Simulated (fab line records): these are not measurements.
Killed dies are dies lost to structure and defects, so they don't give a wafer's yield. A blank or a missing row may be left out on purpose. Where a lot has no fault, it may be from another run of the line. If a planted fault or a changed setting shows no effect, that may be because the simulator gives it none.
Split-lot trial :: flow n5-finfet :: on a route of 1938 steps: 7 lots, 21 wafers read

## SPLIT DETAILS
At N5_PASSIVATION_EXPOSE_41 (exposes mask PASS OPEN, defocus 0 nm, target cd 40000 nm), the setting dose-mj was moved away from the recipe's 57.25 on 6 of the 21 wafers read, by -2.5% to +7.4%. All remaining wafers had this setting at the recipe value.

## FROM THE SPLIT TO THE READING: what the file shows between them, 3 steps
- N5_PASSIVATION_PEB_42
- N5_PASSIVATION_DEVELOP_43: develop time 60 s
- N5_PASSIVATION_HARDBAKE_45: time 120 s

## THE READING
At N5_PASSIVATION_CD_MEAS_44: cd-nm in nanometres, against a target cd of 40000 nm. On this fab line, fault-free wafers typically give 40000 nm with a standard deviation of 3.9 nm.

wafer: L075.1
tool, chamber at the split: krf-scanner-02, 0
dose-mj as run: 61.47
against the recipe: +7.4%
cd-nm, nm: 40023
against lot-mates on the recipe: +23

wafer: L075.3
tool, chamber at the split: krf-scanner-02, 0
dose-mj as run: 57.25
against the recipe: recipe
cd-nm, nm: 40004
against lot-mates on the recipe: -

wafer: L075.6
tool, chamber at the split: krf-scanner-02, 0
dose-mj as run: 57.25
against the recipe: recipe
cd-nm, nm: 39996
against lot-mates on the recipe: -

wafer: L076.2
tool, chamber at the split: krf-scanner-01, 0
dose-mj as run: 58.81
against the recipe: +2.7%
cd-nm, nm: 40004
against lot-mates on the recipe: +2

wafer: L076.3
tool, chamber at the split: krf-scanner-01, 0
dose-mj as run: 57.25
against the recipe: recipe
cd-nm, nm: 39999
against lot-mates on the recipe: -

wafer: L076.6
tool, chamber at the split: krf-scanner-01, 0
dose-mj as run: 57.25
against the recipe: recipe
cd-nm, nm: 40005
against lot-mates on the recipe: -

wafer: L079.2
tool, chamber at the split: krf-scanner-02, 0
dose-mj as run: 57.25
against the recipe: recipe
cd-nm, nm: 40001
against lot-mates on the recipe: -

wafer: L079.3
tool, chamber at the split: krf-scanner-02, 0
dose-mj as run: 57.25
against the recipe: recipe
cd-nm, nm: 39997
against lot-mates on the recipe: -

wafer: L079.4
tool, chamber at the split: krf-scanner-02, 0
dose-mj as run: 57.25
against the recipe: recipe
cd-nm, nm: 39998
against lot-mates on the recipe: -

wafer: L083.1
tool, chamber at the split: krf-scanner-02, 0
dose-mj as run: 61.2
against the recipe: +6.9%
cd-nm, nm: 40033
against lot-mates on the recipe: +28

wafer: L083.3
tool, chamber at the split: krf-scanner-02, 0
dose-mj as run: 57.25
against the recipe: recipe
cd-nm, nm: 40004
against lot-mates on the recipe: -

wafer: L083.5
tool, chamber at the split: krf-scanner-02, 0
dose-mj as run: 57.25
against the recipe: recipe
cd-nm, nm: 40007
against lot-mates on the recipe: -

wafer: L091.3
tool, chamber at the split: krf-scanner-01, 0
dose-mj as run: 57.25
against the recipe: recipe
cd-nm, nm: 40002
against lot-mates on the recipe: -

wafer: L091.4
tool, chamber at the split: krf-scanner-01, 0
dose-mj as run: 58.68
against the recipe: +2.5%
cd-nm, nm: 40007
against lot-mates on the recipe: +5

wafer: L091.5
tool, chamber at the split: krf-scanner-01, 0
dose-mj as run: 58.68
against the recipe: +2.5%
cd-nm, nm: 40009
against lot-mates on the recipe: +7

wafer: L092.4
tool, chamber at the split: krf-scanner-01, 0
dose-mj as run: 57.25
against the recipe: recipe
cd-nm, nm: 39999
against lot-mates on the recipe: -

wafer: L092.5
tool, chamber at the split: krf-scanner-01, 0
dose-mj as run: 57.25
against the recipe: recipe
cd-nm, nm: 40002
against lot-mates on the recipe: -

wafer: L092.6
tool, chamber at the split: krf-scanner-01, 0
dose-mj as run: 55.82
against the recipe: -2.5%
cd-nm, nm: 39986
against lot-mates on the recipe: -14

wafer: L094.2
tool, chamber at the split: krf-scanner-01, 0
dose-mj as run: 57.25
against the recipe: recipe
cd-nm, nm: 40000
against lot-mates on the recipe: -

wafer: L094.3
tool, chamber at the split: krf-scanner-01, 0
dose-mj as run: 57.25
against the recipe: recipe
cd-nm, nm: 40005
against lot-mates on the recipe: -

wafer: L094.4
tool, chamber at the split: krf-scanner-01, 0
dose-mj as run: 57.25
against the recipe: recipe
cd-nm, nm: 39995
against lot-mates on the recipe: -

FIT RESULTS
A straight line over all 21 wafers: cd-nm changes by +3.75 nm for each +1% of dose-mj; r = +0.91; the points scatter about the line by 4.2 nm.
The same after taking each lot's own level away (the mean of its wafers on the recipe; 21 wafers): +3.5 nm for each +1%; r = +0.92; scatter 3.5 nm.
On that fit, the largest move of dose-mj shifts the reading by 26 nm.
Across the lots, their own levels run from 39998.7 to 40005.5 nm, a range of 1.8 times the standard deviation given above.
Consequently the slope shifts little with the lot-to-lot level, the two slopes agreeing.
Check: for one of the wafers moved furthest among these (+7.4%), held out of the fit, the line's prediction against its lot-mates is +26.3 nm. It came out at +23 nm against them.

## THE FILE'S OWN FIT
cd-nm changes by +3.44 nm for each +1% of dose-mj, r = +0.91.
